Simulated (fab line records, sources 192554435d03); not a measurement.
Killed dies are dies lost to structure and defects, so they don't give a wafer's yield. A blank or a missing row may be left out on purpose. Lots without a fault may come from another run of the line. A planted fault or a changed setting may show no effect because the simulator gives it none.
Chamber matching | flow n5_finfet | N5_WELL_APT_DESCUM_30 on rie_diel-01: 4 sister chambers
The step chemistry O2, time 7.9 s. 4 wafers are shown with their chamber, then 7 later ones without.

WAFERS WITH THEIR CHAMBER
wafer  | chamber | drypump_motor_current_A (A)
L082.5 | 3       | 6.2
L084.3 | 0       | 5.6
L085.2 | 2       | 5.1
L085.5 | 1       | 5.6

WAFERS WITHOUT THEIR CHAMBER
wafer  | drypump_motor_current_A (A)
L085.6 | 5.0
L091.3 | 5.0
L091.4 | 5.6
L091.6 | 5.0
L097.1 | 5.6
L097.3 | 6.2
L097.6 | 5.0

WHICH CHAMBER EACH WENT THROUGH
wafer  | from the rows above     | in truth
L085.6 | 2                       | 2
L091.3 | 2                       | 2
L091.4 | can't be placed: 0 or 1 | 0
L091.6 | 2                       | 2
L097.1 | can't be placed: 0 or 1 | 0
L097.3 | 3                       | 3
L097.6 | 2                       | 2
Placed correctly: 5 of 7. Can't be placed from these rows: 2 (the true chamber is among the candidates in 2). Placed wrongly: 0.
How it was worked out, from the rows above alone: a wafer's distance from a chamber is the root of the sum, over the readings, of the square of ((its reading less the chamber's mean) divided by the reading's scatter). The wafer belongs to the nearest chamber; if the next one is less than 2 further off, it can't be placed. A chamber's mean is the mean of its shown wafers. The scatter: with one shown wafer a chamber, the root of the mean of the squares of how far each hidden wafer lies from its nearest shown one.
